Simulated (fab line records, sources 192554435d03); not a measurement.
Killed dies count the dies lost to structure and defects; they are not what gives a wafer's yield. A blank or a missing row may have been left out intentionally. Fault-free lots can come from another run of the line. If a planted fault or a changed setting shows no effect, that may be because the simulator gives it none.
Comparing a struck lot with a sound one :: flow n5-finfet :: 40 steps out of a route of 1938
Sound: the wafers L329.3, L329.5, L329.6. Struck: wafers L326.3, L326.5, L326.6. The cause comes at the end.
At each step with rows: each side's tool, then ch and its chambers, then its first start. Under that, the readings that differ: sound wafers :: struck wafers :: difference of the means :: sigmas: that difference in standard deviations of wafers without a fault.
alike: readings with means less than 2 such deviations apart, plus words and numbers identical on both sides. not compared: withheld readings, readings lacking a value on some wafer, bounds such as >300 that could conceal the same value, and numbers that have no deviation in the record and whose values overlap.
Wherever a step has rows on one side only, a row that says differs or no value, or a row with sigmas, the two part there. Numbers that have no deviation but don't overlap get no sigmas and don't part them. A reading missing from all wafers of one side parts the sides only when that side holds two or more wafers.

first, 12 steps without rows for these wafers: N5_MOL_CONTACT_COAG_PRECLEAN_111 (cleans in NF3:NH3, afs cycles 1, time 20 s, sublimation time 60 s); N5_MOL_CONTACT_COAG_TI_SIL_19 (material Ti, target thk 4.2 nm, time 15 s); N5_MOL_CONTACT_COAG_ALD_20 (deposits TiN, target thk 1.5 nm, pulse time 1 s, purge time 3 s); N5_MOL_CONTACT_COAG_SIL_ANNEAL_21 (time 60 s); N5_MOL_CONTACT_COAG_PRE_CLEAN_141 (time 60 s); N5_MOL_CONTACT_COAG_SPUTTER_143 (material Co, target thk 2.5 nm); N5_MOL_CONTACT_COAG_CO_FILL_22 (material Co, precursor CCTBA/H2, target thk 20 nm); N5_MOL_CONTACT_COAG_ANNEAL_113 (time 300 s); N5_MOL_CONTACT_COAG_PRE_CLEAN_142 (time 60 s); N5_MOL_CONTACT_COAG_SPUTTER_130 (material Co, target thk 47.5 nm); N5_MOL_CONTACT_COAG_PRECLEAN_125 (cleans in DIW, time 57.5 s); N5_MOL_CONTACT_COAG_SRD_126 (dry time 32 s).
N5_MOL_CONTACT_COAG_CMP_23: polishes, stops on SiO2, t overpolish 1.5 s, target thk 0 nm.
  sound on cmp-03 ch 0,1,3, day 9 15:14; struck on cmp-02 ch 1,2, day 8 19:55
  no value came back on the struck wafers for any of 5 readings (edge-zone-pressure-frac, head-pressure-psi (psi) and others); on the sound wafers edge-zone-pressure-frac reads 1.002 1.005 0.988
reading: model.Co_of_MOL_CONTACT_COAG_SPUTTER_130.thk-nm (nm)
sound: 0 0 0
struck: 47.8 47.6 47.6
difference: +47.7
sigmas: 

reading: model.SiNx_of_GATE_CUT_SAC_CAP_01.thk-nm (nm)
sound: 18.2 18.2 18.2
struck: 20.6 20.4 20.4
difference: +2.3
sigmas: 
then, 3 steps without rows for these wafers: N5_MOL_CONTACT_COAG_WET_ETCH_26 (target Co, target depth 13 nm); N5_MOL_CONTACT_COAG_WET_ETCH_116 (etches the open film in SC1-inhibited, target depth 4.6 nm, rinse time 30 s); N5_MOL_CONTACT_COAG_ALD_27 (deposits SiOC, target thk 17 nm, pulse time 1.5 s, time 2720 s).
N5_MOL_CONTACT_COAG_CMP_28: polishes, stops on SiNx, t overpolish 0.85 s, target thk 14.522 nm.
  sound on cmp-03 ch 0,1,3, day 9 17:37; struck on cmp-02 ch 2,3, day 8 23:21
reading: model.SiNx_of_GATE_CUT_SAC_CAP_01.thk-nm (nm)
sound: 18 18 18
struck: 20.2 20 20
difference: +2.1
sigmas: 
  alike: edge-zone-pressure-frac, head-pressure-psi, motor-current-A
N5_MOL_CONTACT_COAG_THK_MEAS_29:
  sound on film-metro-01, day 9 17:50; struck on film-metro-02, day 8 23:37
reading: MD_CAP_THK (nm)
sound: 17.98 17.88 17.91
struck: 20.13 19.99 20.01
difference: +2.12
sigmas: +28
then, 19 steps without rows for these wafers: N5_MOL_CONTACT_COAG_ALD_123 (deposits SiNx, target thk 5 nm, pulse time 1 s, purge time 2 s); N5_MOL_CONTACT_COAG_PECVD_31 (deposits SiO2 from TEOS/O2, target thk 46 nm, time 8.9 s); N5_MOL_CONTACT_COAG_COAT_75 (time 60 s, resist thk 60 nm); N5_MOL_CONTACT_COAG_COAT_76 (time 60 s, resist thk 10 nm); N5_MOL_CONTACT_COAG_COAT_77 (time 60 s, resist thk 10 nm); N5_MOL_CONTACT_COAG_COAT_78 (resist thk 40 nm); N5_MOL_CONTACT_COAG_EBR_80; N5_MOL_CONTACT_COAG_SOFTBAKE_79 (time 60 s); N5_MOL_CONTACT_COAG_EXPOSE_81 (exposes mask VG, defocus 0 nm); N5_MOL_CONTACT_COAG_PEB_82 (peb time 60 s); N5_MOL_CONTACT_COAG_DEVELOP_83 (develop time 30 s); N5_MOL_CONTACT_COAG_DESCUM_88 (chemistry O2, time 7 s); N5_MOL_CONTACT_COAG_ETCH_89 (etches underlayer in N2/H2, target depth 13 nm, time 10.4 s); N5_MOL_CONTACT_COAG_ETCH_90 (etches SiARC in CF4, target depth 13 nm, time 21.7 s); N5_MOL_CONTACT_COAG_ALD_131 (deposits SiO2, target thk 5 nm, pulse time 1 s, co reactant pulse time 1 s); N5_MOL_CONTACT_COAG_ETCHBACK_132 (etches SiO2 in CHF3, target depth 10 nm, time 6.7 s); N5_MOL_CONTACT_COAG_ETCH_91 (etches SOC in N2/H2, target depth 60 nm, overetch 21 nm, time 101.2 s); N5_MOL_CONTACT_COAG_STRIP_92 (strips in N2/H2); N5_MOL_CONTACT_COAG_STRIP_93 (strips in N2/H2).
N5_MOL_CONTACT_COAG_ETCH_47: etches SiNx in CH3F/O2, stops on W, target depth 27 nm.
  sound on rie-diel-04 ch 0,2, day 9 20:08; struck on rie-diel-01 ch 0,2,3, day 9 01:23
reading: etch-rf-on-time-s (s)
sound: 32.2 32.1 30.6
struck: 35.8 36.4 34.9
difference: +4.1
sigmas: +6

reading: model.etch.t-clear-s (s)
sound: 26.86 26.71 25.52
struck: 29.81 30.34 29.07
difference: +3.38
sigmas: 

reading: model.MOL_CONTACT_COAG.feature-depth-nm (nm)
sound: 18.6 18.4 18.4
struck: 20.8 20.8 20.6
difference: +2.3
sigmas: 

reading: model.etch.depth-nm (nm)
sound: 17.94 17.91 17.9
struck: 20.13 20.01 20.04
difference: +2.14
sigmas: 
  alike: O2_flow_sccm, drypump-motor-current-A, oes-product-au, rf-vpp-V, showerhead-plenum-p-Torr, throttle-valve-pct
  not compared: rf-hours-counter-h
N5_BEOL_M4_RC_MEAS_101:
  the record has rows for the sound wafers here (prober-02 ch 0, day 14 21:26) and none for the struck ones
-- record jumps: 7 days separate the struck wafers' starts on either side; left off in module BEOL_M4, taken up again in module PASSIVATION, whose first shown step is the route's number 1936 --
N5_PASSIVATION_PROBE_49:
  sound on prober-02, day 19 03:56; struck on prober-01, day 16 09:24
reading: killed_at_M0_to_M3
sound: 37 63 39
struck: 17 19 30
difference: -24
sigmas: -2

reading: killed-at-contacts
sound: 9 21 14
struck: 1097 1087 1099
difference: +1080
sigmas: +99 or more

reading: killed-dies
sound: 116 148 111
struck: 1180 1180 1180
difference: +1055
sigmas: +62

reading: killed-on-rim
sound: 16 27 14
struck: 152 152 152
difference: +133
sigmas: +32
  alike: killed_at_M4_up, killed-at-front-end, killed-at-other, killed-open, killed-short

== WHERE THEY PART ==
First at N5_MOL_CONTACT_COAG_CMP_23; last, within this record, at N5_PASSIVATION_PROBE_49.

WHY: what had been put in by the simulator
Skipped step whole: cmp-02, from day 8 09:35 on, at N5_MOL_CONTACT_COAG_CMP_23. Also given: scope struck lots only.
